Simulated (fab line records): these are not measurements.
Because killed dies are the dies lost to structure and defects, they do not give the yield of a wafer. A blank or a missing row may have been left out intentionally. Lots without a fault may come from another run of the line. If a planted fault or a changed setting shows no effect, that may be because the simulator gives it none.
Which tool is to blame?    flow nand-harc    Sampling: 23 lots, 69 wafers, 6 of 1302 route steps

WHAT EACH GAUGE READ, for each wafer
The record lacks any reading of a measuring or inspecting step that a usual standard deviation could be used to judge.

EACH LOT AND THE TOOL THAT RAN IT (in order: tool; ch and the chambers of the sampled wafers; start)
lot   NHARC_A_STAIRCASE_DESCUM_186        NHARC_A_STAIRCASE_ETCH_188      NHARC_A_STAIRCASE_ETCH_192      NHARC_A_STAIRCASE_TRIM_193      NHARC_A_STAIRCASE_ETCH_199      NHARC_A_STAIRCASE_TRIM_202
L074  rie-diel-07 ch 1,2, day 15 22:34    rie-diel-07 ch 1,2, no start    rie-diel-07 ch 0,2, no start    rie-diel-07 ch 1,2,3, no start  rie-diel-12 ch 2,3, no start    rie-diel-12 ch 0,1,3, no start
L075  rie-diel-12 ch 0,2, day 16 21:07    rie-diel-12 ch 0,1,3, no start  rie-diel-12 ch 1,2,3, no start  rie-diel-12 ch 1,2,3, no start  rie-diel-11 ch 0,2, no start    rie-diel-11 ch 0,2, no start
L076  rie-diel-07 ch 0,2,3, day 16 21:23  rie-diel-07 ch 0,2,3, no start  rie-diel-07 ch 0,1, no start    rie-diel-07 ch 2,3, no start    rie-diel-12 ch 0,2,3, no start  rie-diel-12 ch 0,1, no start
L077  rie-diel-07 ch 0,1, day 17 06:52    rie-diel-07 ch 0,3, no start    rie-diel-07 ch 1,2,3, no start  rie-diel-07 ch 0,3, no start    rie-diel-11 ch 0,1,3, no start  rie-diel-11 ch 1,2, no start
L079  rie-diel-07 ch 0,1,3, day 17 07:04  rie-diel-07 ch 1,2,3, no start  rie-diel-07 ch 0,2, no start    rie-diel-07 ch 0,2,3, no start  rie-diel-07 ch 1,2,3, no start  rie-diel-07 ch 0,2,3, no start
L078  rie-diel-07 ch 0,1,2, day 17 12:06  rie-diel-07 ch 0,2,3, no start  rie-diel-07 ch 1,2, no start    rie-diel-07 ch 0,2,3, no start  rie-diel-07 ch 0,1, no start    rie-diel-07 ch 0,1,2, no start
L080  rie-diel-07 ch 0,1,3, day 18 12:14  rie-diel-07 ch 0,1,3, no start  rie-diel-07 ch 0,1, no start    rie-diel-07 ch 0,2,3, no start  rie-diel-07 ch 2,3, no start    rie-diel-07 ch 0,3, no start
L082  rie-diel-12 ch 1,2, day 19 02:28    rie-diel-12 ch 0,3, no start    rie-diel-12 ch 0,2,3, no start  rie-diel-12 ch 1,2,3, no start  rie-diel-07 ch 0,1, no start    rie-diel-07 ch 0,1, no start
L083  rie-diel-12 ch 0,2,3, day 19 07:05  rie-diel-12 ch 1,2,3, no start  rie-diel-12 ch 1,2, no start    rie-diel-12 ch 0,1, no start    rie-diel-07 ch 1,2,3, no start  rie-diel-07 ch 0,1,2, no start
L081  rie-diel-11 ch 0,2,3, day 19 11:30  rie-diel-11 ch 0,2, no start    rie-diel-11 ch 1,2,3, no start  rie-diel-11 ch 1,2,3, no start  rie-diel-11 ch 0,3, no start    rie-diel-11 ch 2,3, no start
L084  rie-diel-07 ch 0,2,3, day 20 13:05  rie-diel-07 ch 0,2, no start    rie-diel-07 ch 0,2,3, no start  rie-diel-07 ch 2,3, no start    rie-diel-12 ch 0,2, no start    rie-diel-12 ch 2,3, no start
L085  rie-diel-12 ch 0,2,3, day 20 18:52  rie-diel-12 ch 0,2,3, no start  rie-diel-12 ch 0,2,3, no start  rie-diel-12 ch 0,2,3, no start  rie-diel-12 ch 0,2,3, no start  rie-diel-12 ch 0,2,3, no start
L086  rie-diel-12 ch 0,2, day 21 06:20    rie-diel-12 ch 0,3, no start    rie-diel-12 ch 0,2, no start    rie-diel-12 ch 2,3, no start    rie-diel-12 ch 0,2,3, no start  rie-diel-12 ch 0,2,3, no start
L087  rie-diel-11 ch 2,3, day 21 11:49    rie-diel-11 ch 2,3, no start    rie-diel-11 ch 0,2,3, no start  rie-diel-11 ch 0,3, no start    rie-diel-11 ch 1,2,3, no start  rie-diel-11 ch 0,2,3, no start
L088  rie-diel-11 ch 0,1, day 21 21:08    rie-diel-11 ch 2,3, no start    rie-diel-11 ch 1,2, no start    rie-diel-11 ch 0,1, no start    rie-diel-11 ch 0,1,3, no start  rie-diel-11 ch 1,2,3, no start
L089  rie-diel-11 ch 0,1,2, day 22 01:32  rie-diel-11 ch 0,1,2, no start  rie-diel-11 ch 0,2,3, no start  rie-diel-11 ch 0,1,2, no start  rie-diel-07 ch 1,2,3, no start  rie-diel-07 ch 1,2,3, no start
L092  rie-diel-12 ch 0,2,3, day 23 04:44  rie-diel-12 ch 0,2,3, no start  rie-diel-12 ch 1,2,3, no start  rie-diel-12 ch 0,2,3, no start  rie-diel-11 ch 1,2,3, no start  rie-diel-11 ch 1,2,3, no start
L091  rie-diel-12 ch 0,1, day 23 05:16    rie-diel-12 ch 0,1,2, no start  rie-diel-12 ch 1,2,3, no start  rie-diel-12 ch 0,1,2, no start  rie-diel-12 ch 0,1,3, no start  rie-diel-12 ch 1,2, no start
L093  rie-diel-11 ch 0,2, day 23 13:49    rie-diel-11 ch 2,3, no start    rie-diel-11 ch 2,3, no start    rie-diel-11 ch 0,2,3, no start  rie-diel-12 ch 0,1,3, no start  rie-diel-12 ch 0,2,3, no start
L094  rie-diel-07 ch 0,1,2, day 24 04:17  rie-diel-07 ch 0,1,2, no start  rie-diel-07 ch 2,3, no start    rie-diel-07 ch 0,3, no start    rie-diel-12 ch 2,3, no start    rie-diel-12 ch 0,3, no start
L095  rie-diel-11 ch 0,3, day 25 01:57    rie-diel-11 ch 0,3, no start    rie-diel-11 ch 1,3, no start    rie-diel-11 ch 0,1, no start    rie-diel-11 ch 0,3, no start    rie-diel-11 ch 1,3, no start
L096  rie-diel-07 ch 0,1,3, day 25 07:11  rie-diel-07 ch 0,1,3, no start  rie-diel-07 ch 0,2, no start    rie-diel-07 ch 1,2,3, no start  rie-diel-07 ch 2,3, no start    rie-diel-07 ch 1,2,3, no start
L097  rie-diel-07 ch 0,2,3, day 25 20:49  rie-diel-07 ch 0,2,3, no start  rie-diel-07 ch 1,2, no start    rie-diel-07 ch 1,2,3, no start  rie-diel-07 ch 1,2, no start    rie-diel-07 ch 0,1,3, no start
- NHARC_A_STAIRCASE_DESCUM_186: chemistry O2, time 3 s.
- NHARC_A_STAIRCASE_ETCH_188: etches the open film in C4F8/O2, target depth 100 nm, time 40.5 s.
- NHARC_A_STAIRCASE_ETCH_192: etches the open film in C4F8/O2, target depth 100 nm, time 40.5 s.
- NHARC_A_STAIRCASE_TRIM_193: chemistry O2, time 211.2 s.
- NHARC_A_STAIRCASE_ETCH_199: etches the open film in C4F8/O2, target depth 100 nm, time 40.5 s.
- NHARC_A_STAIRCASE_TRIM_202: chemistry O2, time 211.2 s.

WHAT THE TOOLS THEMSELVES READ (means of the sampled wafers that have a number; where no wafer has one, the mark that the record gives instead)
NHARC_A_STAIRCASE_DESCUM_186.
lot   tool         drypump-motor-current-A (A)  mfc-ar-sccm (sccm)  oes-product-au (a.u.)  rf-vpp-V (V)  showerhead-plenum-p-Torr (Torr)  throttle-valve-pct (%)
L074  rie-diel-07  5.5                          0.003               0.985                  58.2          2.02                             11.306
L075  rie-diel-12  6.0                          0.001               1.006                  57.5          1.86                             11.310
L076  rie-diel-07  5.2                          0.016               0.997                  57.7          1.91                             11.312
L077  rie-diel-07  5.8                          0.010               0.990                  58.2          1.93                             11.293
L079  rie-diel-07  5.5                          0.019               0.999                  57.5          1.88                             11.306
L078  rie-diel-07  5.4                          0.007               0.985                  58.1          1.96                             11.310
L080  rie-diel-07  5.6                          0.019               1.001                  57.8          1.87                             11.310
L082  rie-diel-12  5.9                          0.006               1.016                  57.5          1.90                             11.309
L083  rie-diel-12  6.2                          0.001               1.011                  57.8          1.87                             11.312
L081  rie-diel-11  5.6                          0.003               0.997                  58.8          1.95                             11.306
L084  rie-diel-07  5.2                          0.016               1.000                  58.5          1.90                             11.312
L085  rie-diel-12  6.2                          0.001               0.996                  57.3          1.87                             11.316
L086  rie-diel-12  6.0                          0.001               0.996                  58.6          1.85                             11.316
L087  rie-diel-11  5.7                          0.000               0.999                  57.9          2.00                             11.311
L088  rie-diel-11  6.0                          0.003               0.993                  57.4          1.97                             11.305
L089  rie-diel-11  5.9                          0.003               0.997                  58.9          1.96                             11.314
L092  rie-diel-12  6.2                          0.001               0.993                  58.0          1.86                             11.319
L091  rie-diel-12  6.3                          0.008               0.981                  57.6          1.82                             11.304
L093  rie-diel-11  5.5                          0.006               1.012                  57.6          1.88                             11.303
L094  rie-diel-07  5.4                          0.007               1.001                  58.3          1.94                             11.304
L095  rie-diel-11  5.4                          0.006               1.005                  57.0          1.86                             11.306
L096  rie-diel-07  5.6                          0.019               0.992                  57.3          1.86                             11.312
L097  rie-diel-07  5.2                          0.016               0.990                  57.7          1.89                             11.309

NHARC_A_STAIRCASE_ETCH_188.
lot   tool         oes-product-au (a.u.)  rf-vpp-V (V)
L074  rie-diel-07  0.913                  902
L075  rie-diel-12  0.955                  894
L076  rie-diel-07  0.933                  895
L077  rie-diel-07  0.927                  892
L079  rie-diel-07  0.928                  897
L078  rie-diel-07  0.923                  896
L080  rie-diel-07  0.934                  893
L082  rie-diel-12  0.962                  894
L083  rie-diel-12  0.929                  896
L081  rie-diel-11  0.960                  898
L084  rie-diel-07  0.926                  901
L085  rie-diel-12  0.920                  892
L086  rie-diel-12  0.947                  893
L087  rie-diel-11  0.922                  901
L088  rie-diel-11  0.952                  902
L089  rie-diel-11  0.945                  899
L092  rie-diel-12  0.924                  892
L091  rie-diel-12  0.928                  892
L093  rie-diel-11  0.926                  900
L094  rie-diel-07  0.921                  897
L095  rie-diel-11  0.939                  896
L096  rie-diel-07  0.924                  893
L097  rie-diel-07  0.920                  894

NHARC_A_STAIRCASE_ETCH_192.
lot   tool         oes-product-au (a.u.)  rf-vpp-V (V)
L074  rie-diel-07  0.942                  901
L075  rie-diel-12  0.952                  896
L076  rie-diel-07  0.929                  896
L077  rie-diel-07  0.926                  897
L079  rie-diel-07  0.929                  901
L078  rie-diel-07  0.928                  900
L080  rie-diel-07  0.935                  895
L082  rie-diel-12  0.940                  893
L083  rie-diel-12  0.953                  897
L081  rie-diel-11  0.947                  903
L084  rie-diel-07  0.940                  894
L085  rie-diel-12  0.944                  892
L086  rie-diel-12  0.942                  892
L087  rie-diel-11  0.943                  898
L088  rie-diel-11  0.940                  905
L089  rie-diel-11  0.940                  898
L092  rie-diel-12  0.937                  896
L091  rie-diel-12  0.944                  896
L093  rie-diel-11  0.945                  901
L094  rie-diel-07  0.934                  892
L095  rie-diel-11  0.928                  901
L096  rie-diel-07  0.913                  900
L097  rie-diel-07  0.935                  899

NHARC_A_STAIRCASE_TRIM_193.
lot   tool         drypump-motor-current-A (A)  mfc-ar-sccm (sccm)  oes-product-au (a.u.)  rf-vpp-V (V)  showerhead-plenum-p-Torr (Torr)  throttle-valve-pct (%)
L074  rie-diel-07  5.7                          0.015               1.001                  58.2          3.56                             17.038
L075  rie-diel-12  6.1                          0.006               1.004                  57.6          3.54                             17.035
L076  rie-diel-07  5.3                          0.012               0.989                  58.0          3.61                             17.043
L077  rie-diel-07  5.3                          0.028               0.999                  57.2          3.36                             17.037
L079  rie-diel-07  5.2                          0.016               0.998                  58.0          3.51                             17.033
L078  rie-diel-07  5.2                          0.016               0.996                  58.2          3.51                             17.043
L080  rie-diel-07  5.2                          0.016               0.992                  57.4          3.51                             17.043
L082  rie-diel-12  6.1                          0.006               1.004                  58.0          3.53                             17.032
L083  rie-diel-12  6.3                          0.008               0.996                  57.7          3.38                             17.039
L081  rie-diel-11  6.0                          0.000               1.009                  58.1          3.72                             17.027
L084  rie-diel-07  5.3                          0.012               0.991                  58.6          3.59                             17.030
L085  rie-diel-12  6.2                          0.001               0.996                  57.8          3.45                             17.028
L086  rie-diel-12  6.0                          0.000               1.011                  57.3          3.51                             17.030
L087  rie-diel-11  5.4                          0.006               1.001                  58.0          3.45                             17.032
L088  rie-diel-11  5.7                          0.006               1.003                  58.5          3.49                             17.040
L089  rie-diel-11  5.9                          0.003               1.002                  57.9          3.61                             17.042
L092  rie-diel-12  6.2                          0.001               0.993                  57.8          3.43                             17.038
L091  rie-diel-12  6.1                          0.007               0.994                  57.4          3.43                             17.039
L093  rie-diel-11  5.6                          0.003               1.003                  57.9          3.56                             17.037
L094  rie-diel-07  5.1                          0.019               0.979                  56.3          3.39                             17.024
L095  rie-diel-11  5.7                          0.006               1.004                  57.7          3.48                             17.046
L096  rie-diel-07  5.7                          0.015               0.991                  57.6          3.53                             17.028
L097  rie-diel-07  5.6                          0.015               0.992                  57.6          3.52                             17.046

NHARC_A_STAIRCASE_ETCH_199.
lot   tool         oes-product-au (a.u.)  rf-vpp-V (V)
L074  rie-diel-12  0.971                  896
L075  rie-diel-11  0.971                  900
L076  rie-diel-12  0.948                  893
L077  rie-diel-11  0.930                  900
L079  rie-diel-07  0.925                  897
L078  rie-diel-07  0.935                  895
L080  rie-diel-07  0.927                  899
L082  rie-diel-07  0.940                  897
L083  rie-diel-07  0.953                  897
L081  rie-diel-11  0.938                  897
L084  rie-diel-12  0.949                  892
L085  rie-diel-12  0.941                  892
L086  rie-diel-12  0.938                  892
L087  rie-diel-11  0.943                  902
L088  rie-diel-11  0.954                  898
L089  rie-diel-07  0.944                  897
L092  rie-diel-11  0.952                  902
L091  rie-diel-12  0.933                  893
L093  rie-diel-12  0.954                  893
L094  rie-diel-12  0.964                  895
L095  rie-diel-11  0.941                  896
L096  rie-diel-07  0.950                  892
L097  rie-diel-07  0.955                  900

NHARC_A_STAIRCASE_TRIM_202.
lot   tool         drypump-motor-current-A (A)  mfc-ar-sccm (sccm)  oes-product-au (a.u.)  rf-vpp-V (V)  showerhead-plenum-p-Torr (Torr)  throttle-valve-pct (%)
L074  rie-diel-12  6.3                          0.007               0.997                  57.6          3.47                             17.034
L075  rie-diel-11  5.8                          0.003               1.010                  57.4          3.63                             17.043
L076  rie-diel-12  6.2                          0.013               0.996                  58.0          3.46                             17.031
L077  rie-diel-11  6.3                          0.000               0.994                  58.4          3.77                             17.033
L079  rie-diel-07  5.2                          0.016               1.004                  58.1          3.51                             17.042
L078  rie-diel-07  5.4                          0.007               0.991                  57.6          3.61                             17.021
L080  rie-diel-07  5.1                          0.019               1.001                  57.3          3.41                             17.040
L082  rie-diel-07  5.8                          0.010               0.994                  57.9          3.55                             17.041
L083  rie-diel-07  5.4                          0.007               0.997                  57.2          3.60                             17.039
L081  rie-diel-11  5.8                          0.000               0.998                  59.2          3.71                             17.029
L084  rie-diel-12  6.1                          0.000               1.002                  58.7          3.53                             17.034
L085  rie-diel-12  6.2                          0.001               0.997                  57.7          3.45                             17.031
L086  rie-diel-12  6.2                          0.001               0.992                  57.9          3.44                             17.040
L087  rie-diel-11  5.6                          0.003               1.002                  58.0          3.58                             17.038
L088  rie-diel-11  6.0                          0.000               0.995                  59.2          3.71                             17.040
L089  rie-diel-07  5.7                          0.015               0.998                  58.2          3.54                             17.036
L092  rie-diel-11  6.0                          0.000               0.994                  58.9          3.70                             17.035
L091  rie-diel-12  6.0                          0.013               0.998                  57.7          3.51                             17.036
L093  rie-diel-12  6.2                          0.001               0.996                  58.4          3.43                             17.041
L094  rie-diel-12  6.4                          0.001               0.987                  58.4          3.36                             17.044
L095  rie-diel-11  6.1                          0.000               0.998                  58.4          3.70                             17.041
L096  rie-diel-07  5.7                          0.015               0.999                  57.7          3.53                             17.030
L097  rie-diel-07  5.6                          0.019               0.993                  57.6          3.42                             17.031

THE ANSWER, worked out from the rows above alone
Rule: usual is defined by the lots themselves. The widest of any qualifying gaps counts: lots, ordered by their means at a reading, are off when they make up no more than a third of the lots, leave a main group of 4 or more, and stand apart from it by 3 or more times the standard deviation of that group's means. The tables above print the reading to a certain number of digits; a main group whose means all agree to those digits is not used. A lot without any number at a reading at which 4 lots or more have one is off too. Where the step has rows for the other lots, those lots are counted as sound. The gauges are gone through in route order, then the tools' own readings, and for those a lot's mean is taken as printed above. At the first step where some lot is off, the reading lying furthest off is the one used; lots without a number count as furthest.
Nothing can be told from this: no lot is off at any reading shown.

WHAT HAD BEEN PUT IN BY THE SIMULATOR
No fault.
